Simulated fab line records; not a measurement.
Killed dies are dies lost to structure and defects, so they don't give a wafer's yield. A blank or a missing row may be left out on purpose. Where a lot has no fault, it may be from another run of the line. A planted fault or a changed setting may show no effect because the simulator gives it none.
Chamber matching / flow n5-finfet / N5_BEOL_M4_ILD_DEP_00 on pecvd-03 has 3 sister chambers
The step deposits SiOC from DEMS/O2, target thk 79 nm, time 15.3 s. 18 wafers are shown with their chamber, then 9 later ones without.

== WAFERS WITH THEIR CHAMBER ==
wafer=L075.3; chamber=0; showerhead-vpp-V (V)=1322; throttle-valve-pct (%)=11.6; heater-power-w (W)=413
wafer=L075.4; chamber=0; showerhead-vpp-V (V)=1281; throttle-valve-pct (%)=11.5; heater-power-w (W)=395
wafer=L075.6; chamber=2; showerhead-vpp-V (V)=1370; throttle-valve-pct (%)=11.0; heater-power-w (W)=449
wafer=L076.2; chamber=1; showerhead-vpp-V (V)=1474; throttle-valve-pct (%)=12.3; heater-power-w (W)=388
wafer=L076.3; chamber=0; showerhead-vpp-V (V)=1297; throttle-valve-pct (%)=11.5; heater-power-w (W)=412
wafer=L076.5; chamber=0; showerhead-vpp-V (V)=1298; throttle-valve-pct (%)=11.1; heater-power-w (W)=403
wafer=L079.2; chamber=0; showerhead-vpp-V (V)=1287; throttle-valve-pct (%)=11.7; heater-power-w (W)=444
wafer=L079.3; chamber=1; showerhead-vpp-V (V)=1492; throttle-valve-pct (%)=12.3; heater-power-w (W)=401
wafer=L079.6; chamber=0; showerhead-vpp-V (V)=1312; throttle-valve-pct (%)=11.6; heater-power-w (W)=454
wafer=L080.2; chamber=1; showerhead-vpp-V (V)=1454; throttle-valve-pct (%)=12.2; heater-power-w (W)=365
wafer=L080.3; chamber=0; showerhead-vpp-V (V)=1305; throttle-valve-pct (%)=11.8; heater-power-w (W)=449
wafer=L080.6; chamber=1; showerhead-vpp-V (V)=1474; throttle-valve-pct (%)=12.2; heater-power-w (W)=374
wafer=L082.1; chamber=2; showerhead-vpp-V (V)=1340; throttle-valve-pct (%)=10.9; heater-power-w (W)=405
wafer=L082.3; chamber=1; showerhead-vpp-V (V)=1475; throttle-valve-pct (%)=12.2; heater-power-w (W)=415
wafer=L082.4; chamber=1; showerhead-vpp-V (V)=1478; throttle-valve-pct (%)=12.4; heater-power-w (W)=415
wafer=L083.1; chamber=1; showerhead-vpp-V (V)=1506; throttle-valve-pct (%)=12.4; heater-power-w (W)=381
wafer=L083.2; chamber=2; showerhead-vpp-V (V)=1357; throttle-valve-pct (%)=11.2; heater-power-w (W)=364
wafer=L083.4; chamber=0; showerhead-vpp-V (V)=1318; throttle-valve-pct (%)=11.7; heater-power-w (W)=456

SIGNATURES (means of the wafers above)
reading=showerhead-vpp-V; chamber 0=1302.50; chamber 1=1479.00; chamber 2=1355.67; scatter within a chamber=15.3
reading=throttle-valve-pct; chamber 0=11.562; chamber 1=12.286; chamber 2=11.033; scatter within a chamber=0.166
reading=heater-power-w; chamber 0=428.25; chamber 1=391.29; chamber 2=406.00; scatter within a chamber=26.2
Rule: a wafer lies at a distance from a chamber equal to the root of the sum of squares, over the readings, of (its reading less the chamber's mean, divided by the reading's scatter). If the next closest chamber is less than 2 further off than the closest, the wafer can't be placed; otherwise it belongs to the closest. How the scatter is found: for the shown wafers, subtract from each reading the mean of its chamber, square and add these, divide the total by (wafers less chambers), then take the root.

== WAFERS WITHOUT THEIR CHAMBER ==
wafer=L093.1; showerhead-vpp-V (V)=1304; throttle-valve-pct (%)=11.5; heater-power-w (W)=392
wafer=L093.3; showerhead-vpp-V (V)=1368; throttle-valve-pct (%)=11.0; heater-power-w (W)=395
wafer=L093.4; showerhead-vpp-V (V)=1315; throttle-valve-pct (%)=11.6; heater-power-w (W)=391
wafer=L094.2; showerhead-vpp-V (V)=1362; throttle-valve-pct (%)=11.0; heater-power-w (W)=433
wafer=L094.3; showerhead-vpp-V (V)=1483; throttle-valve-pct (%)=12.2; heater-power-w (W)=362
wafer=L094.5; showerhead-vpp-V (V)=1300; throttle-valve-pct (%)=11.8; heater-power-w (W)=443
wafer=L095.4; showerhead-vpp-V (V)=1461; throttle-valve-pct (%)=12.2; heater-power-w (W)=406
wafer=L095.5; showerhead-vpp-V (V)=1308; throttle-valve-pct (%)=11.9; heater-power-w (W)=390
wafer=L095.6; showerhead-vpp-V (V)=1358; throttle-valve-pct (%)=11.1; heater-power-w (W)=363

== EACH ONE'S CHAMBER ==
wafer=L093.1; from the rows above=0; in truth=0
wafer=L093.3; from the rows above=2; in truth=2
wafer=L093.4; from the rows above=0; in truth=0
wafer=L094.2; from the rows above=2; in truth=2
wafer=L094.3; from the rows above=1; in truth=1
wafer=L094.5; from the rows above=0; in truth=0
wafer=L095.4; from the rows above=1; in truth=1
wafer=L095.5; from the rows above=0; in truth=0
wafer=L095.6; from the rows above=2; in truth=2
Placed correctly: 9 of 9. Number that these rows cannot place: 0. Number placed wrongly: 0.
